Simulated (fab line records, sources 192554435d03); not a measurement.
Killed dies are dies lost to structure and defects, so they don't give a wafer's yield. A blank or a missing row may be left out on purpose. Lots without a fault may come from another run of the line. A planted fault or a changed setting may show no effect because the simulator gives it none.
Chamber matching | flow n5_finfet | N5_BEOL_M0_SAQP_HM_DEP_111 on pecvd-03: 3 sister chambers
The step deposits SiO2 from SiH4/N2O, target thk 12 nm, time 7.2 s. 18 wafers are shown with their chamber, then 9 later ones without.

WAFERS WITH THEIR CHAMBER
wafer  | chamber | showerhead_plenum_p_Torr (Torr) | showerhead_vpp_V (V) | heater_power_w (W)
L074.1 | 2       | 8.09                            | 1040                 | 705
L074.3 | 1       | 8.41                            | 1105                 | 880
L074.6 | 2       | 8.11                            | 1034                 | 692
L076.1 | 2       | 8.08                            | 1041                 | 648
L076.4 | 2       | 8.08                            | 1037                 | 660
L076.6 | 1       | 8.40                            | 1079                 | 773
L078.1 | 1       | 8.39                            | 1096                 | 837
L078.2 | 0       | 8.11                            | 1005                 | 781
L078.5 | 0       | 8.11                            | 1012                 | 752
L079.2 | 1       | 8.39                            | 1083                 | 860
L079.4 | 2       | 8.10                            | 1056                 | 708
L079.6 | 0       | 8.11                            | 1012                 | 783
L087.1 | 2       | 8.10                            | 1043                 | 628
L087.5 | 0       | 8.12                            | 1003                 | 666
L087.6 | 2       | 8.10                            | 1037                 | 636
L088.2 | 1       | 8.39                            | 1108                 | 807
L088.3 | 0       | 8.11                            | 1006                 | 739
L088.5 | 2       | 8.09                            | 1046                 | 659

SIGNATURES (means of the wafers above)
reading                  | chamber 0 | chamber 1 | chamber 2 | scatter within a chamber
showerhead_plenum_p_Torr | 8.1120    | 8.3960    | 8.0938    | 0.0089
showerhead_vpp_V         | 1007.60   | 1094.20   | 1041.75   | 8.44
heater_power_w           | 744.20    | 831.40    | 667.00    | 39.1
Rule: a wafer's distance from a chamber is the root of the sum, over the readings, of the square of ((its reading less the chamber's mean) divided by the reading's scatter). The wafer belongs to the nearest chamber; if the next one is less than 2 further off, it can't be placed. The scatter: the root of (the sum of the squares of (reading less its chamber's mean) over the shown wafers, divided by (wafers less chambers)).

WAFERS WITHOUT THEIR CHAMBER
wafer  | showerhead_plenum_p_Torr (Torr) | showerhead_vpp_V (V) | heater_power_w (W)
L090.1 | 8.38                            | 1109                 | 804
L090.3 | 8.13                            | 1009                 | 701
L090.4 | 8.11                            | 1042                 | 679
L093.2 | 8.08                            | 1054                 | 577
L093.5 | 8.38                            | 1103                 | 769
L093.6 | 8.10                            | 1048                 | 587
L094.3 | 8.10                            | 1036                 | 692
L094.4 | 8.09                            | 1035                 | 723
L094.5 | 8.39                            | 1092                 | 862

WHICH CHAMBER EACH WENT THROUGH
wafer  | from the rows above | in truth
L090.1 | 1                   | 1
L090.3 | 0                   | 0
L090.4 | 2                   | 2
L093.2 | 2                   | 2
L093.5 | 1                   | 1
L093.6 | 2                   | 2
L094.3 | 2                   | 2
L094.4 | 2                   | 2
L094.5 | 1                   | 1
Placed correctly: 9 of 9. Can't be placed from these rows: 0. Placed wrongly: 0.
